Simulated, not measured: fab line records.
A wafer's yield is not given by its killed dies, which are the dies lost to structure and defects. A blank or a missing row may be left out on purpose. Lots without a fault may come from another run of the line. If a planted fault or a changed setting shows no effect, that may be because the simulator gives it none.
Which tool was responsible? :: flow nandHarc :: Sampling: 11 lots, 33 wafers, 3 of 1302 route steps

WHAT EACH GAUGE READ, for each wafer
NHARC_A_BLC_OVL_MEAS_11.
lot: L075
measured: day 23 09:34
on: overlay-01
overlayXNm (nm): 2.1 2.4 2.6

lot: L079
measured: day 25 08:19
on: overlay-02
overlayXNm (nm): -1.5 -1.2 -1.0

lot: L081
measured: day 25 19:53
on: overlay-02
overlayXNm (nm): -0.3 0.5 -0.1

lot: L084
measured: day 26 18:37
on: overlay-02
overlayXNm (nm): 0.4 0.4 0.8

lot: L085
measured: day 27 05:06
on: overlay-01
overlayXNm (nm): -0.4 -0.3 -0.6

lot: L087
measured: day 28 01:50
on: overlay-01
overlayXNm (nm): 0.2 -0.4 0.2

lot: L088
measured: day 28 17:52
on: overlay-02
overlayXNm (nm): 0.5 0.8 1.0

lot: L092
measured: day 30 10:40
on: overlay-02
overlayXNm (nm): 0.2 0.8 1.2

lot: L093
measured: day 30 23:38
on: overlay-02
overlayXNm (nm): -1.1 -0.6 -1.0

lot: L095
measured: day 31 04:45
on: overlay-01
overlayXNm (nm): 1.7 1.6 1.6

lot: L096
measured: day 31 18:13
on: overlay-01
overlayXNm (nm): 0.8 1.1 0.8

WHAT TOOL EACH LOT RAN ON (gives the tool, then ch and the chambers of the sampled wafers, and finally the start)
lot: L075
NHARC_A_CONTACT_STRIP_26: rieDiel-03 ch 2,3, day 23 08:41 or earlier
NHARC_A_CONTACT_CMP_20: cmp-02 ch 0,2, day 23 08:41

lot: L079
NHARC_A_CONTACT_STRIP_26: rieDiel-02 ch 1,2, day 25 07:20 or earlier
NHARC_A_CONTACT_CMP_20: cmp-03 ch 0,1, day 25 07:20

lot: L081
NHARC_A_CONTACT_STRIP_26: rieDiel-03 ch 0,1, day 25 18:54 or earlier
NHARC_A_CONTACT_CMP_20: cmp-04 ch 0,1, day 25 18:54

lot: L084
NHARC_A_CONTACT_STRIP_26: rieDiel-09 ch 0,2,3, day 26 17:44 or earlier
NHARC_A_CONTACT_CMP_20: cmp-03 ch 0,1,2, day 26 17:44

lot: L085
NHARC_A_CONTACT_STRIP_26: rieDiel-03 ch 0,1,3, day 27 04:05 or earlier
NHARC_A_CONTACT_CMP_20: cmp-03 ch 0,1,3, day 27 04:05

lot: L087
NHARC_A_CONTACT_STRIP_26: rieDiel-09 ch 0,2,3, day 28 00:58 or earlier
NHARC_A_CONTACT_CMP_20: cmp-02 ch 0,1,2, day 28 00:58

lot: L088
NHARC_A_CONTACT_STRIP_26: rieDiel-09 ch 0,1,3, day 28 16:59 or earlier
NHARC_A_CONTACT_CMP_20: cmp-03 ch 0,1,2, day 28 16:59

lot: L092
NHARC_A_CONTACT_STRIP_26: rieDiel-03 ch 0,1,3, day 30 09:41 or earlier
NHARC_A_CONTACT_CMP_20: cmp-03 ch 0,1,3, day 30 09:41

lot: L093
NHARC_A_CONTACT_STRIP_26: rieDiel-03 ch 0,2,3, day 30 22:38 or earlier
NHARC_A_CONTACT_CMP_20: cmp-03 ch 1,2, day 30 22:38

lot: L095
NHARC_A_CONTACT_STRIP_26: rieDiel-03 ch 0,1,3, day 31 03:53 or earlier
NHARC_A_CONTACT_CMP_20: cmp-03 ch 0,1,2, day 31 03:53

lot: L096
NHARC_A_CONTACT_STRIP_26: rieDiel-02 ch 1,2,3, day 31 17:13 or earlier
NHARC_A_CONTACT_CMP_20: cmp-04 ch 0,1,2, day 31 17:13
- NHARC_A_CONTACT_STRIP_26: strips in O2.
- NHARC_A_CONTACT_CMP_20: polishes, t overpolish 30 s, target thk 300 nm.

THE ANSWER, worked out from the rows above alone
Rule: the lots themselves supply what counts as usual. Put in order of their means at a reading, lots are off if they are a third of the lots or fewer, leave a main group of 4 or more, and stand apart from it by a gap of 3 or more times the standard deviation of the main group's means; of several such gaps the widest counts. A main group is skipped when, at the precision printed for the reading in the tables above, its means are all equal. A lot without any number at a reading at which 4 lots or more have one is off too. All remaining lots with rows at the step are treated as sound.
No lot is off on any of the readings shown, so nothing can be concluded from this.

WHAT THE SIMULATOR PUT IN
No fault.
